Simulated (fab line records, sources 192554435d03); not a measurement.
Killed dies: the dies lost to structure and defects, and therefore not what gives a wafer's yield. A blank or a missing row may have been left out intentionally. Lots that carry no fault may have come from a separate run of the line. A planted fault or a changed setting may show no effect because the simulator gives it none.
Comparing a struck lot with a sound one    flow n5_finfet    20 out of 1938 route steps
Sound: these wafers, L895.1, L895.4, L895.5. The struck wafers were L898.1, L898.3, L898.4. At the end, the cause is stated.
At each step with rows: each side's tool, then ch and its chambers, then its first start. Under that, the readings that differ: sound wafers    struck wafers    difference of the means    sigmas: that difference in standard deviations of wafers without a fault.
alike: words and numbers the same on both sides, and readings whose means are apart by under 2 such deviations; not compared: readings that were withheld, readings missing a value for some wafer, numbers with overlapping values and no deviation given by the record, and bounds like >300 which may hide the same value.
The two part at a step that has a row with sigmas, a row that says differs or no value, or rows on one side only. Numbers that don't overlap but have no deviation are shown without sigmas and don't part them. Lack of a reading on every wafer of one side parts them only where that side has two or more wafers.

first, 9 steps without rows for these wafers: N5_BEOL_M6_ILD_DEP_00 (deposits SiCOH lowk from DEMS/porogen, target thk 179.75 nm, time 33.4 s); N5_BEOL_M6_CURE_74 (cures SiCOH lowk, time 240 s); N5_BEOL_M6_PECVD_70 (deposits SiO2 from TEOS/O2, target thk 20 nm, time 22.7 s); N5_BEOL_M6_HM_DEP_02 (deposits TiN, target thk 20 nm); N5_BEOL_M6_COAT_59 (time 60 s, resist thk 100 nm); N5_BEOL_M6_COAT_60 (time 60 s, resist thk 35 nm); N5_BEOL_M6_COAT_05 (resist thk 90 nm); N5_BEOL_M6_EBR_07; N5_BEOL_M6_SOFTBAKE_06 (time 60 s).
N5_BEOL_M6_EXPOSE_08: exposes mask M6.
  sound on arfi_scanner-01 ch 0, day 15 18:28; struck on arfi_scanner-02 ch 0, day 15 10:52
reading               sound              struck             difference  sigmas
exposure_dose_mJ_cm2  68.01 68.19 68.12  66.34 66.31 66.24  -1.81       -25
  alike: mask, stage_vel_mm_s
then, 3 steps without rows for these wafers: N5_BEOL_M6_PEB_09 (peb time 60 s); N5_BEOL_M6_DEVELOP_10 (develop time 30 s); N5_BEOL_M6_DESCUM_16 (chemistry O2, time 7.9 s).
N5_BEOL_M6_ETCH_61: etches SiARC in CF4, target depth 45.5 nm, time 75.8 s.
  sound on rie_diel-05 ch 0,2,3, day 15 18:43; struck on rie_diel-01 ch 0,2, day 15 11:23
  alike: drypump_motor_current_A, etch_rf_on_time_s, oes_product_au, rf_vpp_V, showerhead_plenum_p_Torr, throttle_valve_pct
  not compared: rf_hours_counter_h, model.BEOL_M6.cd_offset_nm
then, 3 steps without rows for these wafers: N5_BEOL_M6_ETCH_62 (etches SOC in N2/H2, target depth 110 nm, overetch 22 nm, time 165 s); N5_BEOL_M6_STRIP_68 (strips in N2/H2); N5_BEOL_M6_STRIP_67 (strips in CF4).
N5_BEOL_M6_HM_OPEN_17: chemistry Cl2/BCl3, target TiN, target depth 20 nm, overetch 6 nm.
  sound on rie_metal-02 ch 1, day 15 18:58; struck on rie_metal-03 ch 0,1, day 15 11:37
reading                      sound        struck       difference  sigmas
drypump_motor_current_A (A)  5.0 5.0 5.0  6.3 6.3 6.0  +1.2        +3
  alike: oes_product_au, throttle_valve_pct
  not compared: rf_hours_counter_h, model.BEOL_M6.cd_offset_nm
then, 1 step without rows for these wafers: N5_BEOL_M6_STRIP_19 (strips in O2).
N5_PASSIVATION_PROBE_49:
  sound wafers here have rows in the record (prober-02, day 19 17:49); struck ones have none

WHERE THEY PART
Last at N5_PASSIVATION_PROBE_49 as far as this record goes, first at N5_BEOL_M6_EXPOSE_08.

WHY: what had been put in by the simulator
Process parameter drift: arfi_scanner-02, from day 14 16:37 on, at N5_BEOL_M6_EXPOSE_08. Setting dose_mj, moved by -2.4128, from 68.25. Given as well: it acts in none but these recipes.
